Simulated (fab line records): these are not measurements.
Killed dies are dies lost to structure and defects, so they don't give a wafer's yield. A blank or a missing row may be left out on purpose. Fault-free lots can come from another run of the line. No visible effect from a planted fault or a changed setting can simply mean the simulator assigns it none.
Chamber matching || flow n5 finfet || pecvd-01 running N5_BEOL_M13_ILD_DEP_00: 3 sister chambers
The step deposits SiOC from DEMS/O2, target thk 837.92 nm, time 166.4 s. 3 wafers are shown with their chamber, then 12 later ones without.

== WAFERS, EACH WITH ITS CHAMBER ==
{"wafer": "L091.1", "chamber": 0, "throttle valve pct (%)": 11.0}
{"wafer": "L091.2", "chamber": 2, "throttle valve pct (%)": 11.7}
{"wafer": "L091.3", "chamber": 1, "throttle valve pct (%)": 12.5}

== WAFERS MISSING THEIR CHAMBER ==
{"wafer": "L091.4", "throttle valve pct (%)": 12.2}
{"wafer": "L091.5", "throttle valve pct (%)": 11.4}
{"wafer": "L091.6", "throttle valve pct (%)": 12.0}
{"wafer": "L095.2", "throttle valve pct (%)": 11.0}
{"wafer": "L095.3", "throttle valve pct (%)": 12.1}
{"wafer": "L095.6", "throttle valve pct (%)": 12.0}
{"wafer": "L097.1", "throttle valve pct (%)": 12.1}
{"wafer": "L097.3", "throttle valve pct (%)": 11.3}
{"wafer": "L097.6", "throttle valve pct (%)": 12.0}
{"wafer": "L096.4", "throttle valve pct (%)": 12.3}
{"wafer": "L096.5", "throttle valve pct (%)": 12.1}
{"wafer": "L096.6", "throttle valve pct (%)": 11.3}

== THE CHAMBER EACH PASSED THROUGH ==
{"wafer": "L091.4", "from the rows above": "can't be placed: 1 or 2", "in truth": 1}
{"wafer": "L091.5", "from the rows above": "can't be placed: 2 or 0", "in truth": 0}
{"wafer": "L091.6", "from the rows above": "can't be placed: 2 or 1", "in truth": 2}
{"wafer": "L095.2", "from the rows above": 0, "in truth": 0}
{"wafer": "L095.3", "from the rows above": "can't be placed: 1 or 2", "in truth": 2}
{"wafer": "L095.6", "from the rows above": "can't be placed: 2 or 1", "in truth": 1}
{"wafer": "L097.1", "from the rows above": "can't be placed: 1 or 2", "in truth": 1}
{"wafer": "L097.3", "from the rows above": "can't be placed: 0 or 2", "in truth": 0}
{"wafer": "L097.6", "from the rows above": "can't be placed: 2 or 1", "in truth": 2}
{"wafer": "L096.4", "from the rows above": "can't be placed: 1 or 2", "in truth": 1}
{"wafer": "L096.5", "from the rows above": "can't be placed: 1 or 2", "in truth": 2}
{"wafer": "L096.6", "from the rows above": "can't be placed: 0 or 2", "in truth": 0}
Placed correctly: 1 of 12. Unplaceable from these rows: 11, with the true chamber sitting among the candidates in 11. 0 placed wrongly.
How it was worked out, from the rows above alone: a wafer's distance from a chamber is the root of the sum, over the readings, of the square of ((its reading less the chamber's mean) divided by the reading's scatter). If the next closest chamber is less than 2 further off than the closest, the wafer can't be placed; otherwise it belongs to the closest. For every chamber, the mean is computed from those of its wafers that are shown. The scatter (one wafer shown for each chamber): square how far every hidden wafer sits from the nearest shown wafer, average those squares and take the square root.
